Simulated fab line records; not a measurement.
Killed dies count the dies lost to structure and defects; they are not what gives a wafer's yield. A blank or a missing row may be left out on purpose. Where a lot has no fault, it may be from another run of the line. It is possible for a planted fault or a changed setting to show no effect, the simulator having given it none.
Lot-split experiment | flow n5Finfet | on a route of 1938 steps: 7 lots, 21 wafers read

## SPLIT DETAILS
At N5_BEOL_M0_SAQP_SPACER1_ALD_98 (deposits SiO2, target thk 12.8 nm, pulse time 1 s, purge time 2 s), the setting aldCycles was moved away from the recipe's 138 on 8 of the 21 wafers read, by -14.5% to +15.2%. The other wafers ran this setting at the recipe's value.

## FROM THE SPLIT TO THE READING: what the file shows between them, 2 steps
- N5_BEOL_M0_SAQP_SPACER1_ETCHBACK_99: etches SiO2 in CHF3/O2, target depth 15.4 nm, time 7.7 s
- N5_BEOL_M0_SAQP_MANDREL1_REMOVE_100: chemistry HBr/Cl2/O2, target a-Si, stops on SiNx, bt time 10 s

## THE READING
Shown in nm: cdNm at N5_BEOL_M0_SAQP_CD_MEAS_25, with target cd 13.1 nm. Fault-free wafers of this fab line usually give 12.79 nm, standard deviation 0.21 nm.

wafer  | tool, chamber at the split | aldCycles as run | against the recipe | cdNm, nm | against lot-mates on the recipe
L074.1 | aldSin-04, 2,3             | 138              | recipe             | 12.87    | -
L074.4 | aldSin-04, 2,3             | 138              | recipe             | 12.83    | -
L074.6 | aldSin-04, 2               | 124              | -10.1%             | 11.76    | -1.09
L078.1 | aldSin-02, 1,0             | 138              | recipe             | 12.83    | -
L078.2 | aldSin-02, 1,0             | 138              | recipe             | 12.85    | -
L078.5 | aldSin-02, 0               | 126              | -8.7%              | 11.48    | -1.36
L081.1 | aldSin-02, 1,3             | 122              | -11.6%             | 11.27    | -0.88
L081.4 | aldSin-02, 1,3             | 122              | -11.6%             | 11.43    | -0.72
L081.6 | aldSin-02, 3               | 138              | recipe             | 12.15    | -
L083.1 | aldSin-01, 1,0,2           | 138              | recipe             | 12.61    | -
L083.2 | aldSin-01, 1,0,2           | 138              | recipe             | 12.92    | -
L083.4 | aldSin-01, 1,0,2           | 138              | recipe             | 12.64    | -
L084.2 | aldSin-04, 3,2,2           | 138              | recipe             | 12.57    | -
L084.3 | aldSin-04, 3,2,2           | 138              | recipe             | 12.89    | -
L084.6 | aldSin-04, 3,2,2           | 138              | recipe             | 13.19    | -
L093.3 | aldSin-01, 2               | 138              | recipe             | 13.06    | -
L093.4 | aldSin-01, 0,3             | 159              | +15.2%             | 14.95    | +1.89
L093.6 | aldSin-01, 0,3             | 159              | +15.2%             | 14.70    | +1.64
L094.1 | aldSin-01, 0               | 138              | recipe             | 12.78    | -
L094.5 | aldSin-01, 1,0             | 118              | -14.5%             | 10.65    | -2.13
L094.6 | aldSin-01, 1,0             | 118              | -14.5%             | 10.98    | -1.80
When a row names more than one chamber, that row covers several wafers, and the file does not tell which wafer ran in which chamber.

FIT RESULTS
A straight line over all 21 wafers: cdNm changes by +0.131 nm for each +1% of aldCycles; r = +0.98; the points scatter about the line by 0.23 nm.
The same after taking each lot's own level away (the mean of its wafers on the recipe; 21 wafers): +0.115 nm for each +1%; r = +0.96; scatter 0.25 nm.
That fit puts the effect of the largest move of aldCycles on the reading at 1.7 nm.
From 12.150 to 13.060 nm: that is the span of the lots' own levels, equal to 4.3 times the standard deviation above.
So the lot-to-lot level changes the slope: the two fits differ.
Check: +1.7 nm against its lot-mates is what the line predicts for one of the wafers moved furthest among these (+15.2%) when that wafer is left out of the fit. It came out at +1.89 nm against them.

## ADDITIONAL SPLITS CARRIED BY THESE WAFERS
Other splits were also applied to these wafers ahead of the reading. Each is held against what the fit with the lots' levels taken away leaves over:
other split on the same wafers         | wafers away from the commonest value | r with cdNm (lot level and that fit taken away)
N5_HKMG_FIN_COAT_30 spinRpm            | 11                                   | -0.27
N5_HKMG_FIN_ETCH_32 h2FlowSccm         | 7                                    | -0.12
N5_MOL_CONTACT_COAG_ALD_27 timeS       | 7                                    | +0.08
N5_MOL_CONTACT_COAG_COAT_77 spinRpm    | 7                                    | +0.09
N5_MOL_CONTACT_COAG_CVD_140 targetThkA | 5                                    | +0.29
N5_BEOL_M0_SAQP_PECVD_03 timeS         | 8                                    | +0.15

## THE WHOLE CHAIN: every reading that the file lists as answering this split, in the file's order
step                                | what it does                                                      | reading                                                                                    | change (the file's fit)               | r (the file's)
N5_BEOL_M0_SAQP_SPACER1_ALD_98      | deposits SiO2, target thk 12.8 nm, pulse time 1 s, purge time 2 s | SiO2_of_BEOL_M0_SAQP_SPACER1_ALD_98.thkNm (the simulator's own value, which no gauge read) | +0.124 nm for each +1% of the setting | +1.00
N5_BEOL_M0_SAQP_MANDREL1_REMOVE_100 | chemistry HBr/Cl2/O2, target a-Si, stops on SiNx, bt time 10 s    | BEOL_M0_SAQP.cdNm (the simulator's own value, which no gauge read)                         | +0.128 nm for each +1% of the setting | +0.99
N5_BEOL_M0_SAQP_CD_MEAS_25          | target cd 13.1 nm                                                 | cdNm                                                                                       | +0.116 nm for each +1% of the setting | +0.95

## THE FILE'S OWN FIT
cdNm changes by +0.116 nm for each +1% of aldCycles, r = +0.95.
